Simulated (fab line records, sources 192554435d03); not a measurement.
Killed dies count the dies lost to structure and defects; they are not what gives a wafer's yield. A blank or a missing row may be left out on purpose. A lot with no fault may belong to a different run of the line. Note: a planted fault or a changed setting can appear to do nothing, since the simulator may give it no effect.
A single fault, viewed from 2 desks + flow n5-finfet + numbers are kept per desk, each desk with only its own; the story behind them comes last

THE METROLOGY DESK
What the gauges read for every lot (on any tool): the sampled wafers with a number, averaged. The brackets show how far a lot's mean lies from the usual mean; more than 4 standard deviations puts the lot out of limits, marked OUT. Readings shown: 7 of its 10, picked as those furthest out on some lot.
Columns: A = DIBL_N at N5_BEOL_M4_RC_MEAS_101, usual 35.8 mV/V; B = DIBL_P at N5_BEOL_M4_RC_MEAS_101, usual 35.6 mV/V; C = IOFF_N at N5_BEOL_M4_RC_MEAS_101, usual 0.148 nA/um; D = IOFF_P at N5_BEOL_M4_RC_MEAS_101, usual 0.20 nA/um; E = ION_P at N5_BEOL_M4_RC_MEAS_101, usual 462 uA/um; F = SS_N at N5_BEOL_M4_RC_MEAS_101, usual 71.2 mV/dec; G = VT_P at N5_BEOL_M4_RC_MEAS_101, usual -251 mV
| lot  | first seen here | A    | B    | C     | D    | E   | F    | G    |
|------|-----------------|------|------|-------|------|-----|------|------|
| L388 | day 9 00:37     | 37.2 | 35.1 | 0.151 | 0.22 | 467 | 71.2 | -248 |
| L390 | day 9 04:34     | 37.4 | 36.6 | 0.159 | 0.20 | 463 | 71.7 | -252 |
| L389 | day 9 07:14     | 36.1 | 37.9 | 0.159 | 0.19 | 463 | 71.3 | -255 |
| L391 | day 9 11:45     | 33.8 | 32.7 | 0.119 | 0.17 | 460 | 70.5 | -253 |
| L397 | day 11 02:08    | 35.0 | 35.6 | 0.152 | 0.20 | 463 | 71.2 | -250 |
| L399 | day 11 04:51    | 34.6 | 35.0 | 0.139 | 0.21 | 467 | 70.7 | -250 |
| L398 | day 11 07:08    | 38.2 | 36.9 | 0.199 | 0.28 | 465 | 72.7 | -244 |
| L404 | day 12 09:55    | 36.4 | 35.7 | 0.148 | 0.18 | 456 | 71.3 | -254 |
| L405 | day 12 19:14    | 37.7 | 35.0 | 0.174 | 0.18 | 452 | 71.9 | -253 |
| L408 | day 13 22:43    | 35.0 | 35.0 | 0.157 | 0.20 | 470 | 70.7 | -248 |
This desk's verdict: no lot among the 10 shows anything out of limits.

DESK OF THE TOOL OWNER: pecvd-03
The tool's own readings at N5_BEOL_M3_ILD_DEP_00 (deposits SiOC from DEMS/O2, target thk 79 nm, time 15.3 s): means of the sampled wafers that have a number, for each lot that ran on this tool. The brackets show how far a lot's mean lies from the usual mean; more than 4 standard deviations puts the lot out of limits, marked OUT.
Columns: A = chamber-pressure-Torr at N5_BEOL_M3_ILD_DEP_00, usual 5.001 Torr; B = heater-power-w at N5_BEOL_M3_ILD_DEP_00, usual 469 W; C = rf-fwd-power-W at N5_BEOL_M3_ILD_DEP_00, usual 493.3 W; D = showerhead-plenum-p-Torr at N5_BEOL_M3_ILD_DEP_00, usual 5.699 Torr; E = susceptor-temp-C at N5_BEOL_M3_ILD_DEP_00, usual 349.98 C; F = throttle-valve-pct at N5_BEOL_M3_ILD_DEP_00, usual 12.0 %
| lot  | first seen here | A     | B   | C     | D     | E                | F    |
|------|-----------------|-------|-----|-------|-------|------------------|------|
| L388 | day 8 07:09     | 5.001 | 483 | 492.5 | 5.691 | 350.07           | 12.0 |
| L389 | day 8 11:55     | 5.005 | 479 | 491.7 | 5.711 | 350.15           | 12.4 |
| L391 | day 8 15:59     | 5.000 | 453 | 494.9 | 5.699 | 349.91           | 11.9 |
| L397 | day 10 05:50    | 4.995 | 391 | 494.2 | 5.702 | 343.75 (-31) OUT | 11.8 |
| L398 | day 10 08:57    | 5.001 | 417 | 491.3 | 5.703 | 343.73 (-31) OUT | 12.4 |
| L408 | day 12 17:50    | 5.001 | 448 | 493.5 | 5.700 | 350.11           | 12.1 |
Finding of this desk: L397, L398 out of limits; the first was L397 at day 10 05:50, on susceptor-temp-C at N5_BEOL_M3_ILD_DEP_00. In limits: L388, L389, L391, L408.

TAKEN TOGETHER
An alarm could have come from the tool owner's desk at day 10 05:50, on L397, L398.
The metrology desk saw nothing out of limits.
The metrology desk holds a record of L397, L398, inside its limits.
N5_BEOL_M3_ILD_DEP_00 was run on pecvd-03 by each of the lots named.

WHAT HAD BEEN PUT IN BY THE SIMULATOR
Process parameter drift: pecvd-03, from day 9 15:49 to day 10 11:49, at N5_BEOL_M3_ILD_DEP_00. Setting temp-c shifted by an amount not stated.
Shown lots that were struck: L397, L398.
Delay in hours, fault start to first out-of-limits reading, by desk: the tool owner's desk at 14.
